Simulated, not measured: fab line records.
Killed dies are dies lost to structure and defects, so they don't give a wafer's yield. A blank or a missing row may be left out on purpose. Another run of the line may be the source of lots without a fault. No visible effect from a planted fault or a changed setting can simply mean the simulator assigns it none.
Which tool is to blame? | flow nand-harc | 18 wafers from 6 lots sampled at 5 of the route's 1302 steps

## WHAT THE GAUGES READ, wafer by wafer
NHARC_END_SORT_01.
lot  | measured     | on        | killed-at-array
L245 | day 26 02:43 | prober-01 | 81 91 90
L249 | day 26 22:04 | prober-01 | 114 105 98
L251 | day 28 21:35 | prober-02 | 91 83 63

## WHICH TOOL RAN EACH LOT (tool, then ch and the chambers of the sampled wafers, then the start)
lot  | NHARC_P_CONTACT_PVD_32       | NHARC_THIN_TSV_DEP_47           | NHARC_THIN_TSV_CMP_21         | NHARC_THIN_TSV_DEGAS_53
L242 | pvd-sputter-03, day 6 15:09  | pecvd-01 ch 0,1,2, day 24 17:58 | cmp-02 ch 0,1,2, day 24 20:35 | pvd-sputter-03, day 24 20:58
L245 | pvd-sputter-02, day 7 22:02  | pecvd-01 ch 0,1,2, day 25 12:01 | cmp-02 ch 0,1,2, day 25 14:41 | pvd-sputter-02, day 25 15:09
L247 | pvd-sputter-01, day 8 09:04  | pecvd-02 ch 0,1,2, day 26 08:35 | cmp-04 ch 0,1,2, day 26 11:17 | pvd-sputter-02, day 26 11:43
L249 | pvd-sputter-01, day 9 05:07  | pecvd-02 ch 0,1,2, day 26 09:47 | cmp-01 ch 0,3, day 26 12:18   | pvd-sputter-02, day 26 12:46
L251 | pvd-sputter-01, day 10 04:23 | pecvd-03 ch 0,1, day 28 06:38   | cmp-02 ch 1,2,3, day 28 09:12 | pvd-sputter-01, day 28 09:37
L260 | pvd-sputter-03, day 14 01:11 | pecvd-02 ch 0,1,2, day 32 13:41 | cmp-01 ch 0,3, day 32 16:08   | pvd-sputter-03, day 32 16:37
- NHARC_P_CONTACT_PVD_32: deposits Ti, target thk 5 nm, time 17.7 s.
- NHARC_THIN_TSV_DEP_47: deposits SiO2, target thk 200 nm.
- NHARC_THIN_TSV_CMP_21: polishes, t overpolish 30 s, target thk 2000 nm.
- NHARC_THIN_TSV_DEGAS_53: time 60 s.

## THE ANSWER, worked out from the rows above alone
Rule: the usual values come from the lots themselves. The widest of any qualifying gaps counts: lots, ordered by their means at a reading, are off when they make up no more than a third of the lots, leave a main group of 4 or more, and stand apart from it by 3 or more times the standard deviation of that group's means. Not used: any main group whose means are identical at the precision the tables above print for the reading. A lot without any number at a reading at which 4 lots or more have one is off too. Where the step has rows for the other lots, those lots are counted as sound.
None of the lots is off at any reading shown; this tells nothing.

## WHAT THE SIMULATOR HAD INSERTED
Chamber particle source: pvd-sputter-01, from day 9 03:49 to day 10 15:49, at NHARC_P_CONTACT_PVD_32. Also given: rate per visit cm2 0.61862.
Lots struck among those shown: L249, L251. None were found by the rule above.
